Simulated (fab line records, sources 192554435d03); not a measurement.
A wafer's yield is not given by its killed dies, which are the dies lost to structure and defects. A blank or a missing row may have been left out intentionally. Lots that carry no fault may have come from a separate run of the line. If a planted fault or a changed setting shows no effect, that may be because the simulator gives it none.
One fault seen from 2 desks || flow n5-finfet || each desk has only its own numbers; what lay behind them comes last

## AT THE METROLOGY DESK
Lot by lot, what the gauges showed, no matter which tool ran the lot: averages of those sampled wafers that carry a number. Marked OUT: a lot whose mean sits more than 4 standard deviations from the usual mean, which makes it out of limits; the brackets give that distance. It has 12 readings; the 7 that lie furthest out on some lot are the ones shown.
Columns: A = DIBL_N at N5_BEOL_M4_RC_MEAS_101, usual 36.3 mV/V; B = IOFF_P at N5_BEOL_M4_RC_MEAS_101, usual 0.210 nA/um; C = ION_N at N5_BEOL_M4_RC_MEAS_101, usual 675 uA/um; D = ION_P at N5_BEOL_M4_RC_MEAS_101, usual 462 uA/um; E = SS_P at N5_BEOL_M4_RC_MEAS_101, usual 73.4 mV/dec; F = VT_N at N5_BEOL_M4_RC_MEAS_101, usual 249.5 mV; G = VT_P at N5_BEOL_M4_RC_MEAS_101, usual -250.1 mV
{"lot": "L497", "first seen here": "day 9 22:35", "A": 36.4, "B": 0.239, "C": 689, "D": 473, "E": 73.7, "F": 245.3, "G": -245.6}
{"lot": "L498", "first seen here": "day 10 02:22", "A": 38.0, "B": 0.254, "C": 681, "D": 467, "E": 73.8, "F": 247.7, "G": -247.8}
{"lot": "L503", "first seen here": "day 11 11:07", "A": 37.6, "B": 0.232, "C": 683, "D": 468, "E": 73.6, "F": 247.4, "G": -248.7}
{"lot": "L505", "first seen here": "day 11 18:25", "A": 35.0, "B": 0.187, "C": 677, "D": 460, "E": 72.5, "F": 249.4, "G": -253.1}
{"lot": "L506", "first seen here": "day 11 21:35", "A": 35.3, "B": 0.191, "C": 674, "D": 461, "E": 73.2, "F": 251.7, "G": -251.9}
{"lot": "L507", "first seen here": "day 12 18:47", "A": 35.6, "B": 0.210, "C": 685, "D": 468, "E": 73.1, "F": 246.6, "G": -248.3}
This desk found nothing out of limits on any of the 6 lots.

## FOR THE TOOL OWNER'S DESK: pecvd-01
The tool's own readings at N5_BEOL_M1_DEP_57 (deposits SiCN from 3MS/NH3, target thk 8 nm, time 14 s): means of the sampled wafers that have a number, for each lot that ran on this tool. Marked OUT: a lot whose mean sits more than 4 standard deviations from the usual mean, which makes it out of limits; the brackets give that distance.
Columns: A = showerhead-plenum-p-Torr at N5_BEOL_M1_DEP_57, usual 3.669 Torr; B = throttle-valve-pct at N5_BEOL_M1_DEP_57, usual 9.0 %
{"lot": "L498", "first seen here": "day 10 02:34", "A": 3.660, "B": 8.7}
{"lot": "L503", "first seen here": "day 11 11:19", "A": 3.652, "B": 8.8}
{"lot": "L506", "first seen here": "day 11 21:50", "A": 3.665, "B": 8.5}
This desk found nothing out of limits on any of the 3 lots.

## TAKEN TOGETHER
Nothing out of limits was seen by the metrology desk.
Nothing out of limits was seen by the tool owner's desk.

## WHAT HAD BEEN PUT IN BY THE SIMULATOR
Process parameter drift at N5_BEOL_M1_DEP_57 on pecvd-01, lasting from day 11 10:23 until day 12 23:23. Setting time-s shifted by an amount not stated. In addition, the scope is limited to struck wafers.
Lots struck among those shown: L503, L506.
